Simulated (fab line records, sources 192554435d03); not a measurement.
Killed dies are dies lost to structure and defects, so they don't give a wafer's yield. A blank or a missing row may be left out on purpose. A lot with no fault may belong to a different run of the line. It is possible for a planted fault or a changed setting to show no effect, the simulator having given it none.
fab line records	flow n5-finfet
record lots=7	wafers=21
route steps=1938 shown BEOL_M5@1145 BEOL_M6@1194 BEOL_M7@1299 BEOL_M9@1401
start-h: hours from the record's opening day to when the first of the lot's shown wafers began	wait-h: hours since the lot's step before	" repeats the value in the row above	L1.1+2: one row covering several wafers at once	- no value, or no start was given	* or withheld: withheld	< > ~ a bound
route shown NAME@n: names a module that has steps shown in the file, with the first one's number in the route	usual: mean and standard deviation over wafers with no fault	same: alike in all rows	chamber/n: place in a boat	sites: the reading at each site	_std_site: standard deviation of those values	_edge_site: the outer-site mean with the inner-site mean subtracted	radius-mm: for every site, how far away it sits from the centre of the wafer	mask NAME#n: copy n	behind: the last tool/chamber to shape the wafer	hold: why the lot was held/for how many hours/how that ended	device: the n, p or np transistor that did not switch	end of line: tests of these same wafers at the route's end	where a step has no rows: the recipe by itself	killed: the dies lost at the first sort to structure and to defects; this is not the yield of the wafer	map: a wafer's dies, x killed, . not, _ none there
set.NAME: the run value of the setting; set.NAME@STEP: its run value at that earlier step	model.NAME: the simulator's own value behind a step, which no gauge read
lots run with intentionally changed settings; tables by step, rows by wafer
## steps
# step N5_BEOL_M5_EXPOSE_25
# recipe mask-id=V4	na=0.33	source-shape=quasar	sigma-inner=0.2	sigma-outer=0.6	polarization=unpolarized	defocus-nm=10	dose-mj=52.75
lot.wafer	tool	chamber	start-h	wait-h	mask	set.dose-mj
L075.2	euv-scanner-01	0	176.64	-	V4#0	50.81
L075.3+5	"	0	"	"	V4#0	52.75
L083.1+2+5	euv-scanner-01	0	226.07	-	V4#0	52.75
L087.2+6	euv-scanner-02	0	251.63	-	V4#0	51.66
L087.5	"	0	"	"	V4#0	52.75
L089.2	euv-scanner-02	0	251.93	-	V4#0	52.75
L089.5+6	"	0	"	"	V4#0	56.68
L094.1+3	euv-scanner-01	0	295.29	-	V4#0	52.75
L094.4	"	0	"	"	V4#0	49.2
L093.1+2	euv-scanner-01	0	295.64	-	V4#0	52.75
L093.5	"	0	"	"	V4#0	50.12
L095.4+5+6	euv-scanner-02	0	299.79	-	V4#0	52.75
# step N5_BEOL_M5_PEB_26
# recipe peb-temp-c=100	peb-time-s=60	resist=CAR-EUV
# step N5_BEOL_M5_DEVELOP_27
# recipe develop-time-s=30	developer=TMAH	resist=CAR-EUV	rinse-liquid=surfactant-rinse	dry=air-spin	dev-temp-c=23
# step N5_BEOL_M5_CD_MEAS_28
# recipe target-cd-nm=30.6	landing-energy-ev=500	detector=se-inlens	target-cd-y-nm=20	polarity=opening
# usual cd-nm=30.73/0.28
lot.wafer	tool	chamber	start-h	wait-h	set.dose-mj@BEOL_M5_EXPOSE_25	cd-nm
L075.2	cd-sem-01	0	176.77	-	50.81	29.67
L075.3	"	0	"	"	52.75	30.38
L075.5	"	0	"	"	52.75	30.77
L083.1	cd-sem-01	0	226.21	-	52.75	30.77
L083.2	"	0	"	"	52.75	30.92
L083.5	"	0	"	"	52.75	30.70
L087.2	cd-sem-03	0	251.76	-	51.66	29.78
L087.5	"	0	"	"	52.75	30.80
L087.6	"	0	"	"	51.66	30.41
L089.2	cd-sem-03	0	252.07	-	52.75	31.08
L089.5	"	0	"	"	56.68	32.23
L089.6	"	0	"	"	56.68	32.54
L094.1	cd-sem-03	0	295.43	-	52.75	30.57
L094.3	"	0	"	"	52.75	30.32
L094.4	"	0	"	"	49.2	28.94
L093.1	cd-sem-01	0	295.78	-	52.75	30.57
L093.2	"	0	"	"	52.75	30.28
L093.5	"	0	"	"	50.12	29.07
L095.4	cd-sem-02	0	299.91	-	52.75	30.83
L095.5	"	0	"	"	52.75	30.59
L095.6	"	0	"	"	52.75	30.54
# step N5_BEOL_M5_DESCUM_33
# recipe chemistry=O2	time-s=7	source-power-w=50	bias-power-w=20	pressure-mtorr=20	rf-frequency-hz=2.712e+07	temp-c=40	resist=CAR-EUV	o2-flow-sccm=225
# step N5_BEOL_M5_ETCH_75
# recipe chemistry=N2/H2	target=underlayer	target-depth-a=65	mask-material=CAR-EUV	time-s=5.2	ion-energy-ev=200	pressure-mtorr=30	source-w=840	bias-w=150	n2-flow-sccm=200	h2-flow-sccm=200	ends=cleared
lot.wafer	tool	chamber	start-h	wait-h	set.dose-mj@BEOL_M5_EXPOSE_25	model.BEOL_M5.cd-nm
L075.2	rie-diel-03	2	176.93	0.0	50.81	27.6
L075.3	"	1	"	"	52.75	28
L075.5	"	1	"	"	52.75	28.4
L083.1	rie-diel-02	0	226.37	0.0	52.75	28.4
L083.2	"	1	"	"	52.75	28.8
L083.5	"	2	"	"	52.75	28.6
L087.2+6	rie-diel-02	2,0	252.11	0.0	51.66	28
L087.5	"	3	"	"	52.75	28.2
L089.2	rie-diel-02	0	252.50	0.0	52.75	28.6
L089.5	"	3	"	"	56.68	30
L089.6	"	2	"	"	56.68	30.4
L094.1+3	rie-diel-02	1,0	295.59	0.0	52.75	28
L094.4	"	2	"	"	49.2	26.8
L093.1+2	rie-diel-01	0,3	295.93	0.0	52.75	28.2
L093.5	"	1	"	"	50.12	26.6
L095.4	rie-diel-01	2	300.06	0.0	52.75	28.4
L095.5	"	3	"	"	52.75	29
L095.6	"	2	"	"	52.75	28.2
# step N5_BEOL_M5_ETCH_68
# recipe chemistry=N2/H2	target=SOC	target-depth-a=800	overetch-a=160	mask-material=SiARC	temp-c=40	time-s=120	ion-energy-ev=200	pressure-mtorr=30	source-w=840	bias-w=150	n2-flow-sccm=200	h2-flow-sccm=200
# usual rf-vpp-V=523.4/2.2
lot.wafer	tool	chamber	start-h	wait-h	set.bias-w	rf-vpp-V
L075.2	rie-diel-03	2	176.97	0.0	150	518.8
L075.3	"	1	"	"	150	527.5
L075.5	"	1	"	"	172	573.8
L083.1	rie-diel-02	0	226.41	0.0	150	524.3
L083.2	"	1	"	"	150	521.4
L083.5	"	2	"	"	150	524.2
L087.2	rie-diel-02	2	252.16	0.0	150	523.8
L087.5	"	3	"	"	162.4	551.3
L087.6	"	0	"	"	162.4	551.1
L089.2	rie-diel-02	0	252.55	0.0	171.9	569.8
L089.5	"	3	"	"	171.9	570.9
L089.6	"	2	"	"	171.9	569.9
L094.1	rie-diel-02	1	295.63	0.0	150	521.5
L094.3	"	0	"	"	126.2	468.7
L094.4	"	2	"	"	126.2	468.3
L093.1	rie-diel-01	0	295.98	0.0	150	523.9
L093.2	"	3	"	"	136	490.5
L093.5	"	1	"	"	150	523.1
L095.4	rie-diel-01	2	300.11	0.0	150	520.9
L095.5	"	3	"	"	131	480.8
L095.6	"	2	"	"	131	478.8
# step N5_BEOL_M6_ILD_DEP_00
# recipe material=SiCOH_lowk	target-thk-a=1797.5	temp-c=300	precursor=DEMS/porogen	pressure-torr=5	rf-w=500	time-s=33.4
lot.wafer	tool	chamber	start-h	wait-h	set.time-s	model.SiCOH_lowk_of_BEOL_M6_ILD_DEP_00.thk-nm
L075.2	pecvd-03	1	184.19	0.0	36.89	192.2
L075.3	"	2	"	"	33.4	180.6
L075.5	"	2	"	"	33.4	183.4
L083.1	pecvd-01	1	234.18	0.0	33.4	177.6
L083.2	"	1	"	"	33.4	180.6
L083.5	"	1	"	"	33.4	179.8
L087.2	pecvd-01	0	260.11	0.0	33.4	179
L087.5	"	1	"	"	33.4	181.4
L087.6	"	0	"	"	29.44	158.8
L089.2	pecvd-02	1	263.30	0.0	33.4	179.4
L089.5	"	0	"	"	33.4	181.6
L089.6	"	2	"	"	37.15	201
L094.1	pecvd-01	0	302.61	0.0	33.4	181.2
L094.3	"	1	"	"	33.4	180.2
L094.4	"	2	"	"	33.4	178
L093.1	pecvd-02	2	303.13	0.0	33.4	179.4
L093.2	"	1	"	"	28.71	153
L093.5	"	0	"	"	33.4	183.4
L095.4	pecvd-03	0	308.01	0.1	37.63	203.6
L095.5	"	1	"	"	37.63	200
L095.6	"	2	"	"	33.4	179.4
# step N5_BEOL_M6_CURE_74
# recipe temp-c=385	time-s=240	ambient=He/Ar	material=SiCOH_lowk
lot.wafer	tool	chamber	start-h	wait-h	set.time-s@BEOL_M6_ILD_DEP_00	model.SiCOH_lowk_of_BEOL_M6_ILD_DEP_00.thk-nm
L075.2	uv-cure-01	0	184.33	0.1	36.89	165.8
L075.3	"	0	"	"	33.4	155.6
L075.5	"	0	"	"	33.4	158
L083.1	uv-cure-01	1	234.34	0.1	33.4	153.2
L083.2	"	1	"	"	33.4	155.8
L083.5	"	1	"	"	33.4	155
L087.2	uv-cure-02	2	260.33	0.2	33.4	154.2
L087.5	"	2	"	"	33.4	156.4
L087.6	"	2	"	"	29.44	136.8
L089.2	uv-cure-01	0	263.52	0.2	33.4	154.8
L089.5	"	0	"	"	33.4	156.6
L089.6	"	0	"	"	37.15	173.4
L094.1	uv-cure-02	2	302.67	0.0	33.4	156.2
L094.3	"	2	"	"	33.4	155.4
L094.4	"	2	"	"	33.4	153.6
L093.1	uv-cure-02	2	303.20	0.0	33.4	154.6
L093.2	"	2	"	"	28.71	131.8
L093.5	"	2	"	"	33.4	158.2
L095.4	uv-cure-02	1	308.29	0.3	37.63	175.8
L095.5	"	1	"	"	37.63	172.6
L095.6	"	1	"	"	33.4	154.8
# step N5_BEOL_M6_THK_MEAS_01
# recipe reads=SiCOH_lowk_of_BEOL_M6_ILD_DEP_00
# usual M6_ILD_THK=155.2/2.2
lot.wafer	tool	chamber	start-h	wait-h	set.time-s@BEOL_M6_ILD_DEP_00	M6_ILD_THK[nm]
L075.2	film-metro-01	-	184.76	0.4	36.89	165.9
L075.3	"	-	"	"	33.4	155.6
L075.5	"	-	"	"	33.4	158.1
L083.1	film-metro-01	-	234.85	0.4	33.4	153.2
L083.2	"	-	"	"	33.4	155.7
L083.5	"	-	"	"	33.4	154.9
L087.2	film-metro-01	-	261.17	0.7	33.4	154.3
L087.5	"	-	"	"	33.4	156.3
L087.6	"	-	"	"	29.44	136.7
L089.2	film-metro-01	-	264.36	0.7	33.4	154.8
L089.5	"	-	"	"	33.4	156.7
L089.6	"	-	"	"	37.15	173.4
L094.1	film-metro-01	-	303.18	0.4	33.4	156.3
L094.3	"	-	"	"	33.4	155.4
L094.4	"	-	"	"	33.4	153.4
L093.1	film-metro-01	-	303.71	0.4	33.4	154.6
L093.2	"	-	"	"	28.71	131.9
L093.5	"	-	"	"	33.4	158.1
L095.4	film-metro-01	-	308.57	0.2	37.63	175.8
L095.5	"	-	"	"	37.63	172.7
L095.6	"	-	"	"	33.4	154.7
# step N5_BEOL_M6_EXPOSE_08
# recipe mask-id=M6	na=1.35	source-shape=dipole	sigma-inner=0.817	sigma-outer=0.97	polarization=te	dose-mj=68.25
lot.wafer	tool	chamber	start-h	wait-h	mask	set.dose-mj
L075.2	arfi-scanner-01	0	186.72	-	M6#0	68.25
L075.3+5	"	0	"	"	M6#0	72.05
L083.1+2+5	arfi-scanner-01	0	236.76	-	M6#0	68.25
L087.2	arfi-scanner-03	0	263.06	-	M6#0	68.25
L087.5+6	"	0	"	"	M6#0	72.18
L089.2+6	arfi-scanner-01	0	266.29	-	M6#0	68.25
L089.5	"	0	"	"	M6#0	72.04
L094.1+4	arfi-scanner-03	0	304.78	-	M6#0	72.09
L094.3	"	0	"	"	M6#0	68.25
L093.1	arfi-scanner-03	0	304.95	-	M6#0	68.25
L093.2+5	"	0	"	"	M6#0	63.88
L095.4+5+6	arfi-scanner-03	0	310.31	-	M6#0	68.25
# step N5_BEOL_M6_PEB_09
# recipe peb-temp-c=withheld	peb-time-s=60	resist=CAR-ArF
# step N5_BEOL_M6_DEVELOP_10
# recipe develop-time-s=30	developer=TMAH	resist=CAR-ArF	rinse-liquid=diw	dry=air-spin	dev-temp-c=23
# step N5_BEOL_M6_DESCUM_16
# recipe chemistry=O2	time-s=7.9	source-power-w=50	bias-power-w=20	pressure-mtorr=20	rf-frequency-hz=2.712e+07	temp-c=40	resist=CAR-ArF	o2-flow-sccm=225
# step N5_BEOL_M6_ETCH_61
# recipe chemistry=CF4	target=SiARC	target-depth-a=455	mask-material=CAR-ArF	time-s=75.8	ion-energy-ev=80	pressure-mtorr=40	source-w=545	bias-w=36	Ar_flow_sccm=100	cf4-flow-sccm=100	ends=cleared
lot.wafer	tool	chamber	start-h	wait-h	set.dose-mj@BEOL_M6_EXPOSE_08	model.BEOL_M6.cd-offset-nm
L075.2	rie-diel-06	0	186.96	0.0	68.25	-0.4
L075.3	"	1	"	"	72.05	2.2
L075.5	"	0	"	"	72.05	1.6
L083.1	rie-diel-04	3	237.01	0.0	68.25	-1.4
L083.2	"	1	"	"	68.25	-0.2
L083.5	"	0	"	"	68.25	-2
L087.2	rie-diel-06	3	264.14	0.0	68.25	-0.4
L087.5	"	3	"	"	72.18	2.4
L087.6	"	2	"	"	72.18	2.6
L089.2	rie-diel-04	1	266.63	0.0	68.25	0.6
L089.5	"	0	"	"	72.04	1.4
L089.6	"	3	"	"	68.25	-1
L094.1	rie-diel-05	0	305.03	0.0	72.09	2
L094.3	"	1	"	"	68.25	-0.2
L094.4	"	2	"	"	72.09	2.8
L093.1	rie-diel-04	1	305.21	0.0	68.25	0.8
L093.2	"	2	"	"	63.88	-2.4
L093.5	"	0	"	"	63.88	-3.2
L095.4+6	rie-diel-06	3	310.54	0.0	68.25	0.8
L095.5	"	2	"	"	68.25	1.6
# step N5_BEOL_M6_ETCH_62
# recipe chemistry=N2/H2	target=SOC	target-depth-a=1100	overetch-a=220	mask-material=SiARC	temp-c=40	time-s=165	ion-energy-ev=200	pressure-mtorr=30	source-w=840	bias-w=150	n2-flow-sccm=200	h2-flow-sccm=200
# step N5_BEOL_M6_STRIP_68
# recipe chemistry=N2/H2	temp-c=40	n2-flow-sccm=200	h2-flow-sccm=200	rf-frequency-hz=6e+07
# step N5_BEOL_M6_STRIP_67
# recipe chemistry=CF4	resist=SiARC	power-w=300	bias-power-w=75	pressure-mtorr=50	cf4-flow-sccm=150	rf-frequency-hz=6e+07
# step N5_BEOL_M6_HM_OPEN_17
# recipe chemistry=Cl2/BCl3	target-depth-a=200	overetch-a=60	target=TiN	mask-material=SOC	ion-energy-ev=150	pressure-mtorr=10	icp-w=1000	bias-w=126	Cl2_flow_sccm=53.25	bcl3-flow-sccm=21.75	Ar_flow_sccm=25
lot.wafer	tool	chamber	start-h	wait-h	set.dose-mj@BEOL_M6_EXPOSE_08	model.BEOL_M6.cd-offset-nm
L075.2	rie-metal-01	1	187.20	0.0	68.25	-0.2
L075.3	"	0	"	"	72.05	2
L075.5	"	1	"	"	72.05	1.6
L083.1	rie-metal-01	0	237.25	0.0	68.25	-1.4
L083.2	"	1	"	"	68.25	0.6
L083.5	"	0	"	"	68.25	-1.8
L087.2	rie-metal-03	0	264.38	0.0	68.25	-0.6
L087.5	"	0	"	"	72.18	2
L087.6	"	1	"	"	72.18	2.4
L089.2	rie-metal-03	1	266.87	0.0	68.25	0.2
L089.5	"	0	"	"	72.04	1.4
L089.6	"	1	"	"	68.25	-1.2
L094.1	rie-metal-03	0	305.27	0.0	72.09	2
L094.3	"	0	"	"	68.25	-0.2
L094.4	"	1	"	"	72.09	2.6
L093.1	rie-metal-02	1	305.45	0.0	68.25	0.8
L093.2	"	0	"	"	63.88	-2
L093.5	"	1	"	"	63.88	-3
L095.4	rie-metal-02	0	310.81	0.1	68.25	0.8
L095.5	"	0	"	"	68.25	1.8
L095.6	"	1	"	"	68.25	0.6
# step N5_BEOL_M6_STRIP_19
# recipe chemistry=O2	power-w=400	temp-c=40	pressure-mtorr=30	rf-frequency-hz=6e+07	bias-power-w=0	overash-fraction=0.2	o2-flow-sccm=225
# step N5_BEOL_M6_CD_MEAS_18
# recipe pitch-nm=80	target-cd-nm=40
# usual cd-nm=39.7/0.78
lot.wafer	tool	chamber	start-h	wait-h	set.dose-mj@BEOL_M6_EXPOSE_08	cd-nm
L075.2	cd-sem-03	-	187.39	0.1	68.25	39.8
L075.3	"	-	"	"	72.05	42.4
L075.5	"	-	"	"	72.05	41.6
L083.1	cd-sem-03	-	237.47	0.0	68.25	38.7
L083.2	"	-	"	"	68.25	40.7
L083.5	"	-	"	"	68.25	38.1
L087.2	cd-sem-03	-	264.67	0.1	68.25	39.2
L087.5	"	-	"	"	72.18	42.4
L087.6	"	-	"	"	72.18	42.3
L089.2	cd-sem-02	-	267.06	0.1	68.25	40.1
L089.5	"	-	"	"	72.04	41.5
L089.6	"	-	"	"	68.25	38.9
L094.1	cd-sem-03	-	305.45	0.0	72.09	42.0
L094.3	"	-	"	"	68.25	39.7
L094.4	"	-	"	"	72.09	42.8
L093.1	cd-sem-03	-	305.63	0.0	68.25	40.8
L093.2	"	-	"	"	63.88	38.3
L093.5	"	-	"	"	63.88	37.0
L095.4	cd-sem-03	-	310.98	0.1	68.25	41.1
L095.5	"	-	"	"	68.25	41.9
L095.6	"	-	"	"	68.25	40.4
# step N5_BEOL_M7_DESCUM_33
# recipe chemistry=O2	time-s=7	source-power-w=50	bias-power-w=20	pressure-mtorr=20	rf-frequency-hz=2.712e+07	temp-c=40	resist=CAR-EUV	o2-flow-sccm=225
lot.wafer	tool	chamber	start-h	wait-h	set.time-s	model.CAR-EUV_of_BEOL_M7_COAT_22.thk-nm
L075.2+5	rie-diel-03	1,3	194.82	0.0	8.021	25.4
L075.3	"	3	"	"	7	26
L083.1	rie-diel-01	1	249.15	0.0	7	25.8
L083.2+5	"	0	"	"	7	26
L087.2+6	rie-diel-03	1,3	273.29	0.0	5.601	26.6
L087.5	"	2	"	"	7	25.8
L089.2+6	rie-diel-03	1	275.40	0.0	5.616	26.6
L089.5	"	0	"	"	7	26
L093.1+2+5	rie-diel-03	1,2,3	317.66	0.0	7	26
L094.1+3+4	rie-diel-01	1,0,2	317.88	0.0	7	26.2
L095.4	rie-diel-02	2	318.64	0.0	7	26.2
L095.5+6	"	2,3	"	"	5.649	26.8
# step N5_BEOL_M7_ETCH_72
# recipe chemistry=N2/H2	target=underlayer	target-depth-a=65	mask-material=CAR-EUV	time-s=5.2	ion-energy-ev=200	pressure-mtorr=30	source-w=840	bias-w=150	n2-flow-sccm=200	h2-flow-sccm=200	ends=cleared
lot.wafer	tool	chamber	start-h	wait-h	set.time-s@BEOL_M7_DESCUM_33	model.CAR-EUV_of_BEOL_M7_COAT_22.thk-nm
L075.2	rie-diel-03	1	194.86	0.0	8.021	19.8
L075.3	"	3	"	"	7	20.2
L075.5	"	3	"	"	8.021	19.6
L083.1	rie-diel-01	1	249.18	0.0	7	20
L083.2	"	0	"	"	7	20.4
L083.5	"	0	"	"	7	20.2
L087.2	rie-diel-03	1	273.33	0.0	5.601	21
L087.5	"	2	"	"	7	20
L087.6	"	3	"	"	5.601	20.8
L089.2+6	rie-diel-03	1	275.44	0.0	5.616	21
L089.5	"	0	"	"	7	20.4
L093.1	rie-diel-03	1	317.69	0.0	7	20.4
L093.2+5	"	2,3	"	"	7	20.2
L094.1	rie-diel-01	1	317.91	0.0	7	20.4
L094.3+4	"	0,2	"	"	7	20.6
L095.4	rie-diel-02	2	318.68	0.0	7	20.4
L095.5	"	2	"	"	5.649	21
L095.6	"	3	"	"	5.649	21.2
# step N5_BEOL_M9_ILD_DEP_00
# recipe material=SiCOH_lowk	target-thk-a=3085.1	temp-c=300	precursor=DEMS/porogen	pressure-torr=5	rf-w=500	time-s=58
lot.wafer	tool	chamber	start-h	wait-h	set.time-s	model.SiCOH_lowk_of_BEOL_M9_ILD_DEP_00.thk-nm
L075.2	pecvd-02	1	206.16	0.0	58	297
L075.3	"	0	"	"	58	303
L075.5	"	0	"	"	58	306.8
L083.1	pecvd-04	2	260.92	0.0	58	301.8
L083.2	"	0	"	"	58	301.2
L083.5	"	2	"	"	58	311.6
L087.2	pecvd-01	0	284.81	0.0	58	310.2
L087.5	"	2	"	"	58	310
L087.6	"	0	"	"	64.92	349.4
L089.2	pecvd-04	2	287.35	0.0	61.73	322.4
L089.5	"	0	"	"	61.73	328.2
L089.6	"	2	"	"	58	305.8
L094.1	pecvd-02	1	329.52	0.0	63.61	337.4
L094.3	"	0	"	"	58	303.6
L094.4	"	2	"	"	63.61	344.8
L093.1	pecvd-01	0	329.91	0.0	65.04	348
L093.2	"	2	"	"	58	303
L093.5	"	2	"	"	58	307.8
L095.4	pecvd-01	2	330.28	0.1	58	309.2
L095.5	"	0	"	"	58	315.8
L095.6	"	1	"	"	62.06	332
# step N5_BEOL_M9_CURE_71
# recipe temp-c=385	time-s=240	ambient=He/Ar	material=SiCOH_lowk
lot.wafer	tool	chamber	start-h	wait-h	set.time-s@BEOL_M9_ILD_DEP_00	model.SiCOH_lowk_of_BEOL_M9_ILD_DEP_00.thk-nm
L075.2	uv-cure-01	1	206.39	0.2	58	258
L075.3	"	1	"	"	58	263.2
L075.5	"	1	"	"	58	266.4
L083.1	uv-cure-01	0	261.00	0.0	58	262.2
L083.2	"	0	"	"	58	261.6
L083.5	"	0	"	"	58	270.6
L087.2	uv-cure-03	1	284.97	0.1	58	269.6
L087.5	"	1	"	"	58	269.4
L087.6	"	1	"	"	64.92	304.2
L089.2	uv-cure-03	0	287.51	0.1	61.73	280.4
L089.5	"	0	"	"	61.73	285.4
L089.6	"	0	"	"	58	265.6
L094.1	uv-cure-03	0	329.60	0.0	63.61	293.6
L094.3	"	0	"	"	58	263.6
L094.4	"	0	"	"	63.61	300.2
L093.1	uv-cure-01	1	329.99	0.0	65.04	303
L093.2	"	1	"	"	58	263.2
L093.5	"	1	"	"	58	267.4
L095.4	uv-cure-02	1	330.57	0.3	58	268.6
L095.5	"	1	"	"	58	274.4
L095.6	"	1	"	"	62.06	288.8
# step N5_BEOL_M9_THK_MEAS_01
# recipe reads=SiCOH_lowk_of_BEOL_M9_ILD_DEP_00
# usual M9_ILD_THK=267/3.8
lot.wafer	tool	chamber	start-h	wait-h	set.time-s@BEOL_M9_ILD_DEP_00	M9_ILD_THK[nm]
L075.2	film-metro-01	-	207.23	0.7	58	258
L075.3	"	-	"	"	58	263
L075.5	"	-	"	"	58	267
L083.1	film-metro-01	-	261.51	0.4	58	262
L083.2	"	-	"	"	58	262
L083.5	"	-	"	"	58	271
L087.2	film-metro-02	-	285.40	0.4	58	269
L087.5	"	-	"	"	58	269
L087.6	"	-	"	"	64.92	304
L089.2	film-metro-02	-	287.94	0.4	61.73	280
L089.5	"	-	"	"	61.73	286
L089.6	"	-	"	"	58	265
L094.1	film-metro-01	-	330.11	0.4	63.61	294
L094.3	"	-	"	"	58	264
L094.4	"	-	"	"	63.61	300
L093.1	film-metro-01	-	330.50	0.4	65.04	303
L093.2	"	-	"	"	58	263
L093.5	"	-	"	"	58	267
L095.4	film-metro-02	-	330.84	0.2	58	269
L095.5	"	-	"	"	58	274
L095.6	"	-	"	"	62.06	289
## key
split step=N5_BEOL_M5_EXPOSE_25	setting=dose-mj	stated=52.75	by=wafer
response step=N5_BEOL_M5_CD_MEAS_28	reading=cd-nm	change=+0.219	per=1%	r=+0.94
response step=N5_BEOL_M5_ETCH_75	reading=model.BEOL_M5.cd-nm	change=+0.213	per=1%	r=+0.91
split step=N5_BEOL_M5_ETCH_68	setting=bias-w	stated=150	by=wafer
response step=N5_BEOL_M5_ETCH_68	reading=rf-vpp-V	change=+3.37	per=1%	r=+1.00
split step=N5_BEOL_M6_ILD_DEP_00	setting=time-s	stated=33.4	by=wafer
response step=N5_BEOL_M6_ILD_DEP_00	reading=model.SiCOH_lowk_of_BEOL_M6_ILD_DEP_00.thk-nm	change=+1.74	per=1%	r=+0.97
response step=N5_BEOL_M6_CURE_74	reading=model.SiCOH_lowk_of_BEOL_M6_ILD_DEP_00.thk-nm	change=+1.5	per=1%	r=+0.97
response step=N5_BEOL_M6_THK_MEAS_01	reading=M6_ILD_THK	change=+1.51	per=1%	r=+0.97
split step=N5_BEOL_M6_EXPOSE_08	setting=dose-mj	stated=68.25	by=wafer
response step=N5_BEOL_M6_ETCH_61	reading=model.BEOL_M6.cd-offset-nm	change=+0.454	per=1%	r=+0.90
response step=N5_BEOL_M6_HM_OPEN_17	reading=model.BEOL_M6.cd-offset-nm	change=+0.435	per=1%	r=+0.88
response step=N5_BEOL_M6_CD_MEAS_18	reading=cd-nm	change=+0.458	per=1%	r=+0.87
split step=N5_BEOL_M7_DESCUM_33	setting=time-s	stated=7	by=wafer
response step=N5_BEOL_M7_DESCUM_33	reading=model.CAR-EUV_of_BEOL_M7_COAT_22.thk-nm	change=-0.035	per=1%	r=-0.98
response step=N5_BEOL_M7_ETCH_72	reading=model.CAR-EUV_of_BEOL_M7_COAT_22.thk-nm	change=-0.0368	per=1%	r=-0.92
split step=N5_BEOL_M9_ILD_DEP_00	setting=time-s	stated=58	by=wafer
response step=N5_BEOL_M9_ILD_DEP_00	reading=model.SiCOH_lowk_of_BEOL_M9_ILD_DEP_00.thk-nm	change=+3.4	per=1%	r=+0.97
response step=N5_BEOL_M9_CURE_71	reading=model.SiCOH_lowk_of_BEOL_M9_ILD_DEP_00.thk-nm	change=+3.01	per=1%	r=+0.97
response step=N5_BEOL_M9_THK_MEAS_01	reading=M9_ILD_THK	change=+3.01	per=1%	r=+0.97
